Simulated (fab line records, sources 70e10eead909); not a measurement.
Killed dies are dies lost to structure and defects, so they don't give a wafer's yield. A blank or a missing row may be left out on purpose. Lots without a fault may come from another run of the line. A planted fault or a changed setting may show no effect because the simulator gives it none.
Chamber matching | flow nand_harc | NHARC_A_SLIT_DEP_23 on pecvd-04: 3 sister chambers
The step deposits SiON, target thk 100 nm. 3 wafers are shown with their chamber, then 10 later ones without.

WAFERS WITH THEIR CHAMBER
wafer  | chamber | rf_fwd_power_W (W)
L089.2 | 1       | 349.0
L088.1 | 0       | 347.5
L088.3 | 2       | 348.6

WAFERS WITHOUT THEIR CHAMBER
wafer  | rf_fwd_power_W (W)
L088.5 | 348.3
L091.2 | 346.0
L091.3 | 348.7
L091.4 | 347.8
L094.1 | 348.5
L094.2 | 347.5
L094.3 | 348.5
L097.2 | 348.2
L097.3 | 348.4
L097.6 | 349.0

WHICH CHAMBER EACH WENT THROUGH
wafer  | from the rows above          | in truth
L088.5 | can't be placed: 2 or 1 or 0 | 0
L091.2 | 0                            | 0
L091.3 | can't be placed: 2 or 1      | 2
L091.4 | can't be placed: 0 or 2 or 1 | 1
L094.1 | can't be placed: 2 or 1 or 0 | 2
L094.2 | 0                            | 0
L094.3 | can't be placed: 2 or 1 or 0 | 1
L097.2 | can't be placed: 2 or 0 or 1 | 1
L097.3 | can't be placed: 2 or 1 or 0 | 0
L097.6 | can't be placed: 1 or 2      | 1
Placed correctly: 2 of 10. Can't be placed from these rows: 8 (the true chamber is among the candidates in 8). Placed wrongly: 0.
How it was worked out, from the rows above alone: a wafer's distance from a chamber is the root of the sum, over the readings, of the square of ((its reading less the chamber's mean) divided by the reading's scatter). The wafer belongs to the nearest chamber; if the next one is less than 2 further off, it can't be placed. A chamber's mean is the mean of its shown wafers. The scatter: with one shown wafer a chamber, the root of the mean of the squares of how far each hidden wafer lies from its nearest shown one.
